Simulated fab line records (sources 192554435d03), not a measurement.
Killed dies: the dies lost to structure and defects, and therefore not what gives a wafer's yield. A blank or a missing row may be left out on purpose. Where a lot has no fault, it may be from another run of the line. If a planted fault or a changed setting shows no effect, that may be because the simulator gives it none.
fab line records | flow n5_finfet
[record] lots = 4 wafers = 12 last_day = 17
route steps=1938 shown BEOL_M8@1368 BEOL_M9@1401 BEOL_M15@1830
lots that met no fault: taken from a fault-free run of the same line
start_h: start of the lot's first displayed wafer, in hours after the record's first day | wait_h: how many hours have passed since the lot's step before this one | " same as the row above | L1.1+2: a single row standing in for several wafers | - either no value or no given start | * or withheld: withheld | < > ~ a bound
route shown NAME@n: names a module that has steps shown in the file, with the first one's number in the route | usual: average and standard deviation across the fault-free wafers | same: alike in all rows | chamber/n: place in a boat | sites: the reading at each site | _std_site: standard deviation across them | _edge_site: the outer-site mean with the inner-site mean subtracted | radius_mm: how far each site lies from the wafer's centre | mask NAME#n: copy n | behind: the last tool/chamber to shape the wafer | hold: why the lot went on hold/how many hours it stayed there/how the hold came to an end | device: the transistor (n, p or np) that didn't switch | end of line: tests run on the same wafers once the route is complete | where a step has no rows: the recipe by itself | killed: dies that structure and defects cost at the first sort, which is not the same as the wafer's yield | map: a wafer's dies, marking killed ones x, the rest . and places with no die _
set.NAME: the setting the step ran with; set.NAME@STEP: the setting that earlier step ran with | model.NAME: the simulator's own value behind a step, which no gauge read
certain route steps with their lots: each step a table, each wafer a row
services: a tool's chamber out of use, with start hour (start_h, from the record's first day; less than 0 if before it), hours out, and reason
[[steps]]
[step N5_BEOL_M8_DESCUM_33]
[recipe] chemistry = O2 time_s = 7 source_power_w = 50 bias_power_w = 20 pressure_mtorr = 20 rf_frequency_hz = 2.712e+07 temp_c = 40 resist = CAR-EUV o2_flow_sccm = 225
[step N5_BEOL_M8_ETCH_72]
[recipe] chemistry = N2/H2 target = underlayer target_depth_a = 65 mask_material = CAR-EUV time_s = 5.2 ion_energy_ev = 200 pressure_mtorr = 30 source_w = 840 bias_w = 150 n2_flow_sccm = 200 h2_flow_sccm = 200 ends = cleared
[step N5_BEOL_M8_ETCH_65]
[recipe] chemistry = CF4 target = SiARC target_depth_a = 156 mask_material = CAR-EUV time_s = 26 ion_energy_ev = 80 pressure_mtorr = 40 source_w = 545 bias_w = 36 Ar_flow_sccm = 100 cf4_flow_sccm = 100 ends = cleared
[step N5_BEOL_M8_ETCH_66]
[recipe] chemistry = N2/H2 target = SOC target_depth_a = 800 overetch_a = 160 mask_material = SiARC temp_c = 40 time_s = 120 ion_energy_ev = 200 pressure_mtorr = 30 source_w = 840 bias_w = 150 n2_flow_sccm = 200 h2_flow_sccm = 200
[step N5_BEOL_M8_STRIP_69]
[recipe] chemistry = N2/H2 temp_c = 40 n2_flow_sccm = 200 h2_flow_sccm = 200 rf_frequency_hz = 6e+07
[step N5_BEOL_M8_STRIP_73]
[recipe] chemistry = N2/H2 temp_c = 40 n2_flow_sccm = 200 h2_flow_sccm = 200 rf_frequency_hz = 6e+07
[step N5_BEOL_M8_VIA_ETCH_34]
[recipe] chemistry = C4F6/O2 target = SiCOH_lowk target_depth_a = 1255 mask_material = SOC taper_deg = 4 time_s = 50.5 ion_energy_ev = 250 pressure_mtorr = 30 source_w = 345 bias_w = 185 Ar_flow_sccm = 300 C4F6_flow_sccm = 10 O2_flow_sccm = 10
[step N5_BEOL_M8_STRIP_76]
[recipe] chemistry = C4F6/O2 resist = SiARC rf_frequency_hz = 6e+07
[step N5_BEOL_M8_STRIP_36]
[recipe] chemistry = N2/H2 power_w = 450 temp_c = 40 pressure_mtorr = 20 rf_frequency_hz = 6e+07 overash_fraction = 0.3 bias_power_w = 7 h2_frac = 0.5 n2_flow_sccm = 200 h2_flow_sccm = 200
[step N5_BEOL_M8_TRENCH_ETCH_37]
[recipe] chemistry = C4F6/O2 target_depth_a = 934.78 target = SiCOH_lowk time_s = 31.2 ion_energy_ev = 250 pressure_mtorr = 30 source_w = 345 bias_w = 185 Ar_flow_sccm = 300 C4F6_flow_sccm = 10 O2_flow_sccm = 10
[usual] bias_w = 184.9/0.46 drypump_motor_current_A = 5.8/0.48 mfc_ar_sccm = 299.8/0.9 oes_product_au = 0.77/0.089 rf_vpp_V = 661/5.5 showerhead_plenum_p_Torr = 2.85/0.089 throttle_valve_pct = 20.86/0.24
// columns lot.wafer tool chamber start_h wait_h bias_w drypump_motor_current_A mfc_ar_sccm oes_product_au rf_hours_counter_h rf_vpp_V showerhead_plenum_p_Torr throttle_valve_pct model.BEOL_M8.feature_depth_nm model.etch.depth_nm model.TiN_of_BEOL_M8_HM_DEP_02.thk_nm
L758.1 rie_diel-05 3 215.78 - 184.5 5.4 300.8 0.71 205 659 2.82 21.08 91.4 91.48 17.4
L758.2 " 0 " " 185.0 5.2 299.3 0.69 235 663 2.92 21.02 91.2 91.14 17.4
L758.4 " 3 " " 184.8 5.4 298.4 0.71 - 658 2.82 21.07 91.2 91.12 17.2
L769.1 rie_diel-05 3 276.88 - 231.6 5.4 299.6 0.74 226 784 2.81 21.13 98.8 98.77 17.2
L769.2 " 2 " " 231.5 6.3 300.5 0.71 229 782 2.82 21.16 99 99.07 17
L769.5 " 1 " " 231.3 6.1 299.6 0.96 - 784 2.78 20.67 101.4 101.3 17.2
L770.1 rie_diel-05 3 292.68 - 230.7 5.3 300.4 0.72 233 785 2.81 21.13 99.2 99.16 17
L770.3 " 0 " " 230.8 5.2 299.2 1.01 2 787 2.91 20.68 102.4 102.4 17
L770.6 " 3 " " 230.1 5.4 300.6 0.73 - 785 2.81 21.12 99.4 99.41 17.2
L777.3 rie_diel-01 3 316.18 - 184.6 5.1 300.0 0.76 114 667 2.97 20.65 92.6 92.55 17.4
L777.4 " 1 " " 184.8 6.1 299.5 0.68 241 659 2.70 20.88 91.6 91.68 17.6
L777.5 " 3 " " 184.7 5.1 298.6 0.76 - 666 2.97 20.66 93.2 93.17 17.4
[step N5_BEOL_M8_ETCH_41]
[recipe] chemistry = CH3F/O2 target = SiCN target_depth_a = 319 taper_deg = 2 time_s = 57.8 ion_energy_ev = 120 mask_material = TiN pressure_mtorr = 30 source_w = 395 bias_w = 75 Ar_flow_sccm = 150 CH3F_flow_sccm = 30 O2_flow_sccm = 20
[step N5_BEOL_M8_STRIP_80]
[recipe] chemistry = N2/H2 time_s = 10 power_w = 450 temp_c = 40 pressure_mtorr = 20 rf_frequency_hz = 6e+07 bias_power_w = 7 n2_flow_sccm = 200 h2_flow_sccm = 200
[step N5_BEOL_M8_OCD_MEAS_38]
[usual] trench_depth_nm = 92.3/1.3
// columns lot.wafer tool chamber start_h wait_h trench_depth_nm
L758.1 ocd-02 - 215.94 - 91.8
L758.2 " - " " 91.5
L758.4 " - " " 91.5
L769.1 ocd-01 - 277.03 - 98.8
L769.2 " - " " 98.9
L769.5 " - " " 101.3
L770.1 ocd-02 - 292.83 - 98.7
L770.3 " - " " 102.5
L770.6 " - " " 99.7
L777.3 ocd-02 - 316.34 - 92.7
L777.4 " - " " 91.8
L777.5 " - " " 93.5
[step N5_BEOL_M8_HM_STRIP_39]
[recipe] chemistry = peroxide_tin_strip material = TiN target_depth_a = 250 temp_c = 50 time_s = 158
[step N5_BEOL_M8_SRD_40]
[recipe] time_s = 30 temp_c = 23 rinse_liquid = diw dry = ipa_marangoni
[step N5_BEOL_M8_PRECLEAN_42]
[recipe] chemistry = residue_remover time_s = 60 temp_c = 40
[step N5_BEOL_M8_SRD_43]
[recipe] time_s = 30 temp_c = 23 rinse_liquid = diw dry = ipa_marangoni
[step N5_BEOL_M8_CURE_75]
[recipe] temp_c = 370 time_s = 120 ambient = DMADMS/He material = SiCOH_lowk
[step N5_BEOL_M8_DEGAS_44]
[recipe] ambient = vacuum temp_c = 250 time_s = 60
[step N5_BEOL_M8_PRE_CLEAN_45]
[recipe] gas = H2/He time_s = 30 temp_c = 250
[step N5_BEOL_M8_ALD_77]
[recipe] material = TaN target_thk_a = 20 temp_c = 275 ald_precursor_family = PDMAT ald_co_reactant = NH3 pressure_torr = 3 carrier_flow_sccm = 1500 pulse_time_s = 2 purge_time_s = 3 co_reactant_purge_time_s = 2 co_reactant_pulse_time_s = 3 ald_cycles = 40 precursor_vessel_temp_c = 75 precursor_vessel_pressure_torr = 26.25 precursor_vessel_carrier_sccm = 1000
[step N5_BEOL_M8_SURFACE_TREAT_79]
[recipe] gas = Ar time_s = * ion_energy_ev = * ion_current_ma_cm2 = 0.5 pressure_mtorr = * ar_flow_sccm = 30
[step N5_BEOL_M8_CVD_78]
[recipe] material = Co target_thk_a = 20 temp_c = withheld precursor = CCTBA/H2 pressure_torr = 30 time_s = 142.3
[step N5_BEOL_M8_SPUTTER_48]
[recipe] material = Cu target_thk_a = 100 temp_c = -20 bias_v = 60 power_w = 26000 chamber_pressure_pa = 0.13 time_s = 1.667
[step N5_BEOL_M8_ECD_50]
[recipe] material = Cu target_thk_a = 3000
[step N5_BEOL_M8_ANNEAL_51]
[recipe] temp_c = 225 time_s = 90 ambient = N2
[step N5_BEOL_M8_CMP_52]
[recipe] stop_on = SiCOH_lowk t_overpolish_s = 6.9 down_force_psi = 1 platen_rpm = 50 clearing_platen_down_force_psi = 1.5 clearing_platen_rpm = 50 post_cmp_clean = cu_alkaline target_thk_nm = 80 clearing_platen_pad_velocity_m_s = 0.99484 pad_velocity_m_s = 0.99484
[usual] barrier_field_endpoint_s = 29.1/0.71 clearing_platen_down_force_psi = 1.5001/0.0027 clearing_platen_rpm = 50.003/0.026 motor_current_A = 6.0/0.45 overpolish_run_s = 6.900/0.0094 platen_rpm = 50.00/0.033 time_to_endpoint_s = 62.8/2.8
// columns lot.wafer tool chamber start_h wait_h barrier_field_endpoint_s clearing_platen_down_force_psi clearing_platen_rpm motor_current_A overpolish_run_s platen_rpm time_to_endpoint_s model.Cu_of_BEOL_M8_ECD_50.thk_nm
L758.4 cmp-04 0 219.80 0.1 29.9 1.5006 49.960 5.5 6.888 49.97 64.0 78.4
L758.1 " 1 " " 30.4 1.4993 50.009 6.2 6.894 49.95 62.1 79.2
L758.2 " 2 " " 29.9 1.4951 50.036 5.8 6.894 50.01 64.4 78
L769.1 cmp-04 0 279.80 0.3 28.8 1.4977 50.009 5.6 6.899 50.00 61.8 86
L769.2 " 3 " " 29.2 1.4968 49.914 6.0 6.906 49.98 66.3 86.8
L769.5 " 1 " " 29.6 1.5043 50.049 6.6 6.893 49.98 64.4 89.8
L770.3 cmp-03 1 295.00 0.2 28.8 1.5014 50.011 6.8 6.904 50.00 62.6 88.6
L770.1 " 2 " " 28.8 1.4988 50.031 5.7 6.904 49.96 63.3 85.4
L770.6 " 2 " " 29.0 1.4980 49.956 5.7 6.907 50.00 63.3 85.6
L777.4 cmp-03 1 318.92 0.1 27.9 1.4999 50.052 6.9 6.900 49.97 57.4 78.8
L777.3 " 2 " " 28.2 1.5006 50.014 6.2 6.893 49.98 66.1 81.2
L777.5 " 2 " " 29.3 1.4980 50.057 6.0 6.900 49.93 62.4 80.2
[step N5_BEOL_M8_THK_MEAS_53]
[recipe] thk_meas_gauge = xrf reads = Cu_of_BEOL_M8_ECD_50
[usual] M8_THK = 78.3/1.7
// columns lot.wafer tool chamber start_h wait_h M8_THK[nm]
L758.1 film_metro-02 - 220.09 - 78.5
L758.2 " - " " 77.4
L758.4 " - " " 77.6
L769.1 film_metro-01 - 280.10 - 86.1
L769.2 " - " " 87.1
L769.5 " - " " 90.5
L770.1 film_metro-02 - 295.30 - 84.8
L770.3 " - " " 88.4
L770.6 " - " " 85.1
L777.3 film_metro-01 - 319.22 - 81.2
L777.4 " - " " 78.9
L777.5 " - " " 80.1
[step N5_BEOL_M8_PRE_CLEAN_55]
[recipe] gas = NH3 time_s = 15 temp_c = withheld rf_power_w = 300
[step N5_BEOL_M8_DEP_56]
[recipe] material = SiCN target_thk_a = 100 temp_c = withheld precursor = 3MS/NH3 pressure_torr = 3 rf_w = 202 time_s = 17.5
[step N5_BEOL_M8_RS_MEAS_57]
[recipe] thk_meas_gauge = four-point-probe reads = Cu_of_BEOL_M8_ECD_50+Co_of_BEOL_M8_CVD_78+TaN_of_BEOL_M8_ALD_77
[usual] M8_RS = 0.291/0.0068
// columns lot.wafer tool chamber start_h wait_h M8_RS[ohm/sq]
L758.1 film_metro-01 - 220.25 0.1 0.290
L758.2 " - " " 0.295
L758.4 " - " " 0.292
L769.1 film_metro-01 - 280.23 0.1 0.263
L769.2 " - " " 0.260
L769.5 " - " " 0.250
L770.1 film_metro-02 - 295.43 0.1 0.266
L770.3 " - " " 0.255
L770.6 " - " " 0.264
L777.3 film_metro-02 - 319.35 0.1 0.282
L777.4 " - " " 0.291
L777.5 " - " " 0.285
[step N5_BEOL_M9_ILD_DEP_00]
[recipe] material = SiCOH_lowk target_thk_a = 3085.1 temp_c = 300 precursor = DEMS/porogen pressure_torr = 5 rf_w = 500 time_s = 58
[step N5_BEOL_M9_CURE_71]
[recipe] temp_c = 385 time_s = 240 ambient = He/Ar material = SiCOH_lowk
[step N5_BEOL_M9_PECVD_70]
[recipe] material = SiO2 target_thk_a = 200 temp_c = 400 precursor = TEOS/O2 pressure_torr = 5.5 rf_w = 450 teos_flow_sccm = 53.8 gas = O2 flow_sccm = 3000 time_s = 22.7
[step N5_BEOL_M9_HM_DEP_02]
[recipe] material = TiN target_thk_a = 200 temp_c = 25 chamber_pressure_pa = 0.49996
[step N5_BEOL_M9_COAT_59]
[recipe] resist = SOC temp_c = 250 time_s = 60 spin_rpm = 1500 resist_thk_nm = 100
[step N5_BEOL_M15_RC_MEAS_101]
[usual] COMB_M10 = 1.39e-11/2.6e-12 COMB_M11 = 1.5e-11/3.3e-12 COMB_M12 = 6.8e-12/1.5e-12 COMB_M13 = 5.3e-12/1.2e-12 COMB_M14 = 3.9e-12/1.1e-12 COMB_M14_max_site = 5.5e-12/1.4e-12 COMB_M15 = 2.8e-12/8.1e-13 COMB_M5 = 3.7e-11/6.6e-12 COMB_M6 = 2.6e-11/5.1e-12 COMB_M6_max_site = 3.6e-11/8.1e-12 COMB_M7 = 2.6e-11/5e-12 COMB_M8 = 2.5e-11/4.6e-12 COMB_M9 = 1.5e-11/3.4e-12 SERP_M10 = 3.10/0.072 SERP_M11 = 3.08/0.079 SERP_M12 = 0.638/0.015 SERP_M12_max_site = 0.650/0.016 SERP_M13 = 0.309/0.007 SERP_M14 = 0.1620/0.003 SERP_M5 = 38.5/1.6 SERP_M6 = 14.1/0.49 SERP_M7 = 14.1/0.49 SERP_M8 = 14.0/0.46 SERP_M8_max_site = 14.6/0.5 SERP_M9 = 3.08/0.087
// columns lot.wafer tool chamber start_h wait_h COMB_M10[S/m] COMB_M11[S/m] COMB_M12[S/m] COMB_M13[S/m] COMB_M14[S/m] COMB_M14_max_site[S/m] COMB_M15[S/m] COMB_M5[S/m] COMB_M6[S/m] COMB_M6_max_site[S/m] COMB_M7[S/m] COMB_M8[S/m] COMB_M9[S/m] SERP_M10[ohm/um] SERP_M11[ohm/um] SERP_M12[ohm/um] SERP_M12_max_site[ohm/um] SERP_M13[ohm/um] SERP_M14[ohm/um] SERP_M5[ohm/um] SERP_M6[ohm/um] SERP_M7[ohm/um] SERP_M8[ohm/um] SERP_M8_max_site[ohm/um] SERP_M9[ohm/um]
L758.1 prober-02 0 276.69 0.0 1.14e-11 1.5e-11 6.8e-12 5.2e-12 3.9e-12 6.1e-12 2.6e-12 2.9e-11 2.2e-11 2.8e-11 2.5e-11 2.4e-11 2e-11 3.21 3.01 0.622 0.641 0.315 0.1665 36.3 13.1 13.9 13.2 14.1 3.09
L758.2 " 0 " " 1.15e-11 1.4e-11 5.5e-12 5.1e-12 3.6e-12 5.5e-12 1.8e-12 3.1e-11 1.5e-11 2e-11 2.3e-11 3.2e-11 1.7e-11 3.11 3.07 0.606 0.620 0.301 0.1620 37.3 14.3 13.3 13.8 14.1 3.10
L758.4 " 0 " " 1.18e-11 1.1e-11 5.5e-12 8e-12 3.5e-12 5e-12 1.9e-12 2.4e-11 2.1e-11 3.2e-11 2.2e-11 2.3e-11 1.2e-11 3.13 2.99 0.640 0.658 0.307 0.1616 37.0 13.8 13.7 13.7 14.8 3.10
L769.1 prober-02 0 330.65 0.0 1.59e-11 1.2e-11 4.5e-12 4.7e-12 2.6e-12 4.5e-12 2.6e-12 3.5e-11 2.1e-11 2.7e-11 2.8e-11 2e-11 1.5e-11 3.01 3.05 0.640 0.653 0.319 0.1552 35.3 14.6 13.4 12.6 13.2 3.05
L769.2 " 0 " " 1.33e-11 9e-12 4.4e-12 4.3e-12 2.9e-12 4e-12 3e-12 3.6e-11 1.5e-11 2.2e-11 2.8e-11 2.2e-11 1.8e-11 3.13 3.00 0.631 0.640 0.307 0.1583 38.0 13.4 13.8 12.4 13.0 2.91
L769.5 " 0 " " 1.2e-11 1.2e-11 6.1e-12 5e-12 2.3e-12 3.4e-12 3.8e-12 3.5e-11 2e-11 2.6e-11 1.6e-11 2.6e-11 1.2e-11 3.12 3.07 0.633 0.646 0.301 0.1578 36.7 14.3 13.8 12.3 12.8 3.12
L770.1 prober-01 0 347.66 0.2 1.73e-11 1.5e-11 7.4e-12 6.8e-12 5.3e-12 6.3e-12 3.4e-12 4e-11 3.5e-11 5.6e-11 3.3e-11 2.3e-11 1.1e-11 3.08 3.02 0.687 0.697 0.306 0.1620 37.7 13.6 14.1 13.0 13.5 3.26
L770.3 " 0 " " 1.46e-11 1.6e-11 7.9e-12 6.6e-12 5.2e-12 8.7e-12 4.2e-12 3.7e-11 2.7e-11 3.1e-11 2.2e-11 1.8e-11 1e-11 3.16 3.15 0.658 0.676 0.295 0.1617 36.7 14.4 13.7 12.4 13.3 3.12
L770.6 " 0 " " 1.77e-11 1.5e-11 8.8e-12 5.3e-12 4.9e-12 6.1e-12 3.3e-12 4.1e-11 2.2e-11 2.9e-11 2.5e-11 1.9e-11 1e-11 3.03 3.15 0.644 0.654 0.300 0.1620 39.8 14.2 15.1 13.2 13.6 3.10
L777.3 prober-01 0 385.60 0.3 1.25e-11 2.1e-11 9.3e-12 6.5e-12 4.8e-12 5.6e-12 3.9e-12 3.8e-11 3.1e-11 4e-11 2e-11 2.1e-11 1.6e-11 3.04 3.15 0.640 0.666 0.303 0.1593 39.9 14.0 13.9 13.5 14.2 2.98
L777.4 " 0 " " 1.4e-11 1.8e-11 8.5e-12 6.8e-12 4.8e-12 7.5e-12 4.2e-12 3.9e-11 3.2e-11 3.5e-11 2.9e-11 2.1e-11 1.1e-11 2.92 3.42 0.643 0.653 0.312 0.1603 39.0 14.5 14.1 14.2 15.0 2.97
L777.5 " 0 " " 1.57e-11 1.3e-11 7.3e-12 6.2e-12 4.6e-12 5.5e-12 4.3e-12 4.4e-11 3.1e-11 5.5e-11 2.4e-11 2.1e-11 1.4e-11 3.05 3.28 0.645 0.654 0.314 0.1593 39.3 14.2 13.7 13.7 14.4 3.15
// sites SERP_M8 radius_mm=0,75,75,75,75,140,140,140,140
L758.1 12.9 13.1 13.2 13.2 13.2 13.5 14.0 13.3 14.1
L769.1 12.2 12.4 12.6 12.6 12.2 12.9 13.2 13.2 12.7
L770.1 13.1 13.1 13.0 13.5 13.1 13.0 13.0 13.0 12.6
L777.3 14.0 13.6 13.5 14.2 13.6 13.0 13.3 12.9 12.5
[[services]]
// columns tool chamber start_h hours kind
cmp-04 - 195.87 0.9 repair
rie_diel-05 1 202.25 - clean
rie_diel-05 1 202.25 - consumable_replace:focus_ring
rie_diel-05 1 202.25 14.5 scheduled_down
rie_diel-05 1 202.25 14.5 vent_cycle
rie_diel-01 0 225.59 5.0 repair
rie_diel-01 1 246.01 6.7 repair
rie_diel-05 0 261.01 - clean
rie_diel-05 0 261.01 - consumable_replace:focus_ring
rie_diel-05 0 261.01 24.8 scheduled_down
rie_diel-05 0 261.01 24.8 vent_cycle
cmp-03 - 262.13 4.7 pm
cmp-03 - 276.42 4.0 pm
cmp-03 - 280.42 - consumable_replace:conditioner
cmp-03 - 280.42 - consumable_replace:pad
cmp-04 - 281.58 5.7 pm
rie_diel-01 1 300.08 2.1 repair
[[key]]
[first_sign] step = N5_BEOL_M8_TRENCH_ETCH_37 reading = bias_w direction = up sigmas = 99+ usual = * struck = *
[effect] step = N5_BEOL_M8_TRENCH_ETCH_37 reading = rf_vpp_V direction = up sigmas = 23 usual = 661 struck = 785
[effect] step = N5_BEOL_M8_OCD_MEAS_38 reading = trench_depth_nm direction = up sigmas = 6 usual = 92.3 struck = 100.0
[effect] step = N5_BEOL_M8_THK_MEAS_53 reading = M8_THK direction = up sigmas = 5 usual = 78.3 struck = 87.0
[effect] step = N5_BEOL_M8_RS_MEAS_57 reading = M8_RS direction = down sigmas = 4.7 usual = 0.291 struck = 0.259
[effect] step = N5_BEOL_M15_RC_MEAS_101 reading = SERP_M8 direction = down sigmas = 3 usual = 14.0 struck = 12.7
[model_effect] step = N5_BEOL_M8_TRENCH_ETCH_37 value = BEOL_M8.feature_depth_nm without = 92.97 struck = 100
[model_effect] step = N5_BEOL_M8_CMP_52 value = Cu_of_BEOL_M8_ECD_50.thk_nm without = 79.93 struck = 87.03
met_at N5_BEOL_M8_TRENCH_ETCH_37
struck_wafers L769.1,L769.2,L769.5,L770.1,L770.3,L770.6
onset_between 215.78 276.88
[fault] kind = process_parameter_drift tool = rie_diel-05 chamber = - onset_h = 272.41 steps = N5_BEOL_M8_TRENCH_ETCH_37 channel = bias_w offset = * shape = step end_h = 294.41 acts_in = * stated = *
